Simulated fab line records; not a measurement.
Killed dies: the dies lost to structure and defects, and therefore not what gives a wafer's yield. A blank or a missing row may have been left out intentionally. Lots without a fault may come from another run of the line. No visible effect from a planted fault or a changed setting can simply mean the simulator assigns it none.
Which tool was responsible? / flow nand_harc / 11 lots with 33 wafers sampled at 6 steps, on a route of 1302 steps

WHAT THE GAUGES SHOWED, per wafer
NHARC_A_ONON_D2_THK_MEAS_18: measures by ellipsometry.
lot=L844; measured=day 12 22:31; on=film_metro-02; thk_nm (nm)=993 994 994
lot=L848; measured=day 14 06:57; on=film_metro-02; thk_nm (nm)=1003 1002 1005
lot=L851; measured=day 15 16:26; on=film_metro-01; thk_nm (nm)=1002 1003 1005
lot=L850; measured=day 15 16:26; on=film_metro-02; thk_nm (nm)=987 990 989
lot=L854; measured=day 17 04:12; on=film_metro-02; thk_nm (nm)=1001 1002 1000
lot=L857; measured=day 18 14:56; on=film_metro-01; thk_nm (nm)=1008 1010 1010
lot=L860; measured=day 19 11:25; on=film_metro-01; thk_nm (nm)=980 978 979
lot=L862; measured=day 20 16:27; on=film_metro-02; thk_nm (nm)=995 996 995
lot=L863; measured=day 20 16:27; on=film_metro-01; thk_nm (nm)=1017 1017 1017
lot=L865; measured=day 21 22:20; on=film_metro-01; thk_nm (nm)=995 995 997
lot=L866; measured=day 21 22:34; on=film_metro-01; thk_nm (nm)=987 990 988

NHARC_A_CHANNEL_HOLE_D2_CD_MEAS_10: target cd 100 nm.
lot=L844; measured=day 13 04:12; on=cd_sem-03; cd_nm (nm)=99.5 99.4 99.1
lot=L848; measured=day 14 12:29; on=cd_sem-01; cd_nm (nm)=100.0 100.3 100.5
lot=L851; measured=day 15 21:59; on=cd_sem-03; cd_nm (nm)=100.7 100.4 100.1
lot=L850; measured=day 15 22:19; on=cd_sem-02; cd_nm (nm)=100.1 99.7 99.5
lot=L854; measured=day 17 11:17; on=cd_sem-01; cd_nm (nm)=100.0 99.3 99.6
lot=L857; measured=day 18 22:22; on=cd_sem-01; cd_nm (nm)=99.3 99.5 101.4
lot=L860; measured=day 19 16:48; on=cd_sem-02; cd_nm (nm)=99.7 99.3 100.8
lot=L862; measured=day 21 00:02; on=cd_sem-02; cd_nm (nm)=97.8 98.1 97.8 97.6 98.2 97.9
lot=L863; measured=day 20 22:35; on=cd_sem-03; cd_nm (nm)=97.5 97.6 98.0 97.8 98.1 98.0
lot=L865; measured=day 22 10:07; on=cd_sem-03; cd_nm (nm)=100.0 100.5 100.3
lot=L866; measured=day 22 12:01; on=cd_sem-03; cd_nm (nm)=99.6 99.0 99.1

NHARC_END_SORT_01.
lot=L844; measured=day 25 04:53; on=prober-02; killed_at_array=47 45 56; killed_at_other=0 0 1; killed_at_periphery=8 5 2; killed_dies=55 50 59; killed_open=3 3 5; killed_short=2 2 1
lot=L854; measured=day 28 14:26; on=prober-02; killed_at_array=77 72 58; killed_at_other=1 0 1; killed_at_periphery=4 6 4; killed_dies=82 78 63; killed_open=4 4 2; killed_short=5 5 1
lot=L857; measured=day 30 11:14; on=prober-02; killed_at_array=77 65 65; killed_at_other=0 0 0; killed_at_periphery=5 4 8; killed_dies=82 69 73; killed_open=4 1 2; killed_short=1 0 7
lot=L860; measured=day 30 22:27; on=prober-02; killed_at_array=43 46 45; killed_at_other=3 2 1; killed_at_periphery=12 11 3; killed_dies=58 59 49; killed_open=4 2 5; killed_short=3 4 2
lot=L862; measured=day 32 04:36; on=prober-01; killed_at_array=119 85 94; killed_at_other=0 0 0; killed_at_periphery=9 7 9; killed_dies=128 92 103; killed_open=3 0 2; killed_short=2 1 2
lot=L863; measured=day 33 07:31; on=prober-02; killed_at_array=68 58 66; killed_at_other=1 5 8; killed_at_periphery=3 7 3; killed_dies=72 70 77; killed_open=3 4 5; killed_short=2 4 5

WHAT TOOL EACH LOT RAN ON (gives the tool, then ch and the chambers of the sampled wafers, and finally the start)
lot=L844; NHARC_A_CHANNEL_HOLE_D2_EXPOSE_07=arfi_scanner-01 ch 0, day 13 04:03; NHARC_A_CHANNEL_HOLE_D2_ETCH_38=rie_diel-10 ch 0,2,3, day 13 04:29; NHARC_A_CHANNEL_HOLE_D2_ETCH_20=har_etch-02 ch 0,1, day 13 05:55
lot=L848; NHARC_A_CHANNEL_HOLE_D2_EXPOSE_07=arfi_scanner-02 ch 0, day 14 12:20; NHARC_A_CHANNEL_HOLE_D2_ETCH_38=rie_diel-06 ch 0,1,2, day 14 12:46; NHARC_A_CHANNEL_HOLE_D2_ETCH_20=har_etch-01 ch 0,1, day 14 15:06
lot=L851; NHARC_A_CHANNEL_HOLE_D2_EXPOSE_07=arfi_scanner-01 ch 0, day 15 21:51; NHARC_A_CHANNEL_HOLE_D2_ETCH_38=rie_diel-11 ch 0,1,2, day 15 22:16; NHARC_A_CHANNEL_HOLE_D2_ETCH_20=har_etch-02 ch 0,1, day 15 23:29
lot=L850; NHARC_A_CHANNEL_HOLE_D2_EXPOSE_07=arfi_scanner-02 ch 0, day 15 22:10; NHARC_A_CHANNEL_HOLE_D2_ETCH_38=rie_diel-10 ch 0,2,3, day 15 22:35; NHARC_A_CHANNEL_HOLE_D2_ETCH_20=har_etch-01 ch 0,1, day 15 23:48
lot=L854; NHARC_A_CHANNEL_HOLE_D2_EXPOSE_07=arfi_scanner-02 ch 0, day 17 11:08; NHARC_A_CHANNEL_HOLE_D2_ETCH_38=rie_diel-10 ch 1,2, day 17 11:33; NHARC_A_CHANNEL_HOLE_D2_ETCH_20=har_etch-01 ch 0,1, day 17 20:11
lot=L857; NHARC_A_CHANNEL_HOLE_D2_EXPOSE_07=arfi_scanner-03 ch 0, day 18 22:14; NHARC_A_CHANNEL_HOLE_D2_ETCH_38=rie_diel-06 ch 0,3, day 18 22:39; NHARC_A_CHANNEL_HOLE_D2_ETCH_20=har_etch-01 ch 0, day 19 02:04
lot=L860; NHARC_A_CHANNEL_HOLE_D2_EXPOSE_07=arfi_scanner-03 ch 0, day 19 16:40; NHARC_A_CHANNEL_HOLE_D2_ETCH_38=rie_diel-10 ch 0,1,2, day 19 17:05; NHARC_A_CHANNEL_HOLE_D2_ETCH_20=har_etch-02 ch 0,1, day 19 18:16
lot=L862; NHARC_A_CHANNEL_HOLE_D2_EXPOSE_07=arfi_scanner-02 ch 0, day 20 23:53; NHARC_A_CHANNEL_HOLE_D2_ETCH_38=rie_diel-11 ch 0,3, day 21 03:20; NHARC_A_CHANNEL_HOLE_D2_ETCH_20=har_etch-01 ch 0,1, day 21 04:35
lot=L863; NHARC_A_CHANNEL_HOLE_D2_EXPOSE_07=arfi_scanner-02 ch 0, day 20 22:26; NHARC_A_CHANNEL_HOLE_D2_ETCH_38=rie_diel-10 ch 2,3, day 20 23:02; NHARC_A_CHANNEL_HOLE_D2_ETCH_20=har_etch-01 ch 0,1, day 21 00:21
lot=L865; NHARC_A_CHANNEL_HOLE_D2_EXPOSE_07=arfi_scanner-01 ch 0, day 22 09:58; NHARC_A_CHANNEL_HOLE_D2_ETCH_38=rie_diel-06 ch 0,1, day 22 10:23; NHARC_A_CHANNEL_HOLE_D2_ETCH_20=har_etch-02 ch 0,1, day 22 11:44
lot=L866; NHARC_A_CHANNEL_HOLE_D2_EXPOSE_07=arfi_scanner-03 ch 0, day 22 11:53; NHARC_A_CHANNEL_HOLE_D2_ETCH_38=rie_diel-10 ch 0,1,2, day 22 12:17; NHARC_A_CHANNEL_HOLE_D2_ETCH_20=har_etch-02 ch 0,1, day 22 15:45
- NHARC_A_CHANNEL_HOLE_D2_EXPOSE_07: exposes mask HOLE D2, target cd 100 nm.
- NHARC_A_CHANNEL_HOLE_D2_ETCH_38: etches the open film in CF4, target depth 39 nm, time 65 s.
- NHARC_A_CHANNEL_HOLE_D2_ETCH_20: etches the open film in C4F8/O2/Ar, time 361.9 s, target depth 1600 nm.

AS READ BY THE TOOLS THEMSELVES (means over the sampled wafers that have a number; for cases with no such wafer, the mark the record gives instead)
NHARC_A_CHANNEL_HOLE_D2_EXPOSE_07.
lot=L844 tool=arfi_scanner-01 exposure_dose_mJ_cm2=59.68
lot=L848 tool=arfi_scanner-02 exposure_dose_mJ_cm2=59.58
lot=L851 tool=arfi_scanner-01 exposure_dose_mJ_cm2=59.65
lot=L850 tool=arfi_scanner-02 exposure_dose_mJ_cm2=59.58
lot=L854 tool=arfi_scanner-02 exposure_dose_mJ_cm2=59.68
lot=L857 tool=arfi_scanner-03 exposure_dose_mJ_cm2=59.69
lot=L860 tool=arfi_scanner-03 exposure_dose_mJ_cm2=59.71
lot=L862 tool=arfi_scanner-02 exposure_dose_mJ_cm2=57.44
lot=L863 tool=arfi_scanner-02 exposure_dose_mJ_cm2=56.98
lot=L865 tool=arfi_scanner-01 exposure_dose_mJ_cm2=59.63
lot=L866 tool=arfi_scanner-03 exposure_dose_mJ_cm2=59.68

NHARC_A_CHANNEL_HOLE_D2_ETCH_38.
lot=L844; tool=rie_diel-10; cf4_flow_sccm (sccm)=150.3; drypump_motor_current_A (A)=6.0; oes_product_au (a.u.)=1.002; rf_vpp_V (V)=151.5; showerhead_plenum_p_Torr (Torr)=1.78; throttle_valve_pct (%)=13.285
lot=L848; tool=rie_diel-06; cf4_flow_sccm (sccm)=150.2; drypump_motor_current_A (A)=5.5; oes_product_au (a.u.)=1.003; rf_vpp_V (V)=152.2; showerhead_plenum_p_Torr (Torr)=1.81; throttle_valve_pct (%)=13.282
lot=L851; tool=rie_diel-11; cf4_flow_sccm (sccm)=150.1; drypump_motor_current_A (A)=5.4; oes_product_au (a.u.)=1.001; rf_vpp_V (V)=151.4; showerhead_plenum_p_Torr (Torr)=1.82; throttle_valve_pct (%)=13.284
lot=L850; tool=rie_diel-10; cf4_flow_sccm (sccm)=150.3; drypump_motor_current_A (A)=6.0; oes_product_au (a.u.)=1.007; rf_vpp_V (V)=151.8; showerhead_plenum_p_Torr (Torr)=1.78; throttle_valve_pct (%)=13.285
lot=L854; tool=rie_diel-10; cf4_flow_sccm (sccm)=149.7; drypump_motor_current_A (A)=5.8; oes_product_au (a.u.)=1.005; rf_vpp_V (V)=150.1; showerhead_plenum_p_Torr (Torr)=1.68; throttle_valve_pct (%)=13.284
lot=L857; tool=rie_diel-06; cf4_flow_sccm (sccm)=150.0; drypump_motor_current_A (A)=5.3; oes_product_au (a.u.)=1.001; rf_vpp_V (V)=151.3; showerhead_plenum_p_Torr (Torr)=1.82; throttle_valve_pct (%)=13.293
lot=L860; tool=rie_diel-10; cf4_flow_sccm (sccm)=149.9; drypump_motor_current_A (A)=6.0; oes_product_au (a.u.)=1.002; rf_vpp_V (V)=150.5; showerhead_plenum_p_Torr (Torr)=1.74; throttle_valve_pct (%)=13.266
lot=L862; tool=rie_diel-11; cf4_flow_sccm (sccm)=150.1; drypump_motor_current_A (A)=5.6; oes_product_au (a.u.)=0.992; rf_vpp_V (V)=152.8; showerhead_plenum_p_Torr (Torr)=1.86; throttle_valve_pct (%)=13.284
lot=L863; tool=rie_diel-10; cf4_flow_sccm (sccm)=150.1; drypump_motor_current_A (A)=5.8; oes_product_au (a.u.)=1.013; rf_vpp_V (V)=151.6; showerhead_plenum_p_Torr (Torr)=1.79; throttle_valve_pct (%)=13.284
lot=L865; tool=rie_diel-06; cf4_flow_sccm (sccm)=150.0; drypump_motor_current_A (A)=5.4; oes_product_au (a.u.)=0.994; rf_vpp_V (V)=153.1; showerhead_plenum_p_Torr (Torr)=1.84; throttle_valve_pct (%)=13.277
lot=L866; tool=rie_diel-10; cf4_flow_sccm (sccm)=149.8; drypump_motor_current_A (A)=6.0; oes_product_au (a.u.)=1.019; rf_vpp_V (V)=150.8; showerhead_plenum_p_Torr (Torr)=1.73; throttle_valve_pct (%)=13.279

NHARC_A_CHANNEL_HOLE_D2_ETCH_20.
lot=L844; tool=har_etch-02; drypump_motor_current_A (A)=5.0; showerhead_plenum_p_Torr (Torr)=3.64; throttle_valve_pct (%)=32.152
lot=L848; tool=har_etch-01; drypump_motor_current_A (A)=6.0; showerhead_plenum_p_Torr (Torr)=3.65; throttle_valve_pct (%)=32.150
lot=L851; tool=har_etch-02; drypump_motor_current_A (A)=5.0; showerhead_plenum_p_Torr (Torr)=3.62; throttle_valve_pct (%)=32.143
lot=L850; tool=har_etch-01; drypump_motor_current_A (A)=5.9; showerhead_plenum_p_Torr (Torr)=3.60; throttle_valve_pct (%)=32.158
lot=L854; tool=har_etch-01; drypump_motor_current_A (A)=5.9; showerhead_plenum_p_Torr (Torr)=3.58; throttle_valve_pct (%)=32.158
lot=L857; tool=har_etch-01; drypump_motor_current_A (A)=6.0; showerhead_plenum_p_Torr (Torr)=3.65; throttle_valve_pct (%)=32.144
lot=L860; tool=har_etch-02; drypump_motor_current_A (A)=5.0; showerhead_plenum_p_Torr (Torr)=3.77; throttle_valve_pct (%)=32.150
lot=L862; tool=har_etch-01; drypump_motor_current_A (A)=6.0; showerhead_plenum_p_Torr (Torr)=3.56; throttle_valve_pct (%)=32.140
lot=L863; tool=har_etch-01; drypump_motor_current_A (A)=5.9; showerhead_plenum_p_Torr (Torr)=3.56; throttle_valve_pct (%)=32.145
lot=L865; tool=har_etch-02; drypump_motor_current_A (A)=4.9; showerhead_plenum_p_Torr (Torr)=3.83; throttle_valve_pct (%)=32.160
lot=L866; tool=har_etch-02; drypump_motor_current_A (A)=4.9; showerhead_plenum_p_Torr (Torr)=3.82; throttle_valve_pct (%)=32.157

THE ANSWER, worked out from the rows above alone
Rule: the lots themselves supply what counts as usual. The widest of any qualifying gaps counts: lots, ordered by their means at a reading, are off when they make up no more than a third of the lots, leave a main group of 4 or more, and stand apart from it by 3 or more times the standard deviation of that group's means. A main group is skipped when, at the precision printed for the reading in the tables above, its means are all equal. Also off: a lot with no number at a reading for which 4 or more lots have one. The other lots that the step has rows for count as sound. Order of review: gauges by route order, followed by the tools' own readings, for which a lot's mean as printed above is used. The first step at which some lot is off is used, and at that step the reading that is off furthest; a lot without a number counts as furthest.
Off, at NHARC_A_CHANNEL_HOLE_D2_CD_MEAS_10 on cd_nm: L862, L863. For the main group the mean is 99.9 nm and the standard deviation 0.39.
If a tool, at a process step before that reading, ran all the lots that are off and no sound lot after the first of them, it fits. The gauges at NHARC_A_CHANNEL_HOLE_D2_CD_MEAS_10 aren't tried: what is off there is off at NHARC_A_CHANNEL_HOLE_D2_EXPOSE_07 too, on other tools, and a gauge's error can't cause that. One fits: NHARC_A_CHANNEL_HOLE_D2_EXPOSE_07 on arfi_scanner-02. A fault onset in the window from L854 (day 17 11:08, its last sound lot) to L863 (day 20 22:26, its first lot off) fits.
On the lots that are off, the tool's own readings at NHARC_A_CHANNEL_HOLE_D2_EXPOSE_07 differ by more than 5 times the standard deviation of the sound lots' means, which bears it out; exposure_dose_mJ_cm2 reads 57.21 there versus 59.65 on the sound lots.

WHAT THE SIMULATOR PUT IN
Process parameter drift: arfi_scanner-02, from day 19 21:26 on, at NHARC_A_CHANNEL_HOLE_D2_EXPOSE_07. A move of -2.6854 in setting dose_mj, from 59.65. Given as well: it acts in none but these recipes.
Struck lots among those shown: L862, L863. Same finding as the rule above.
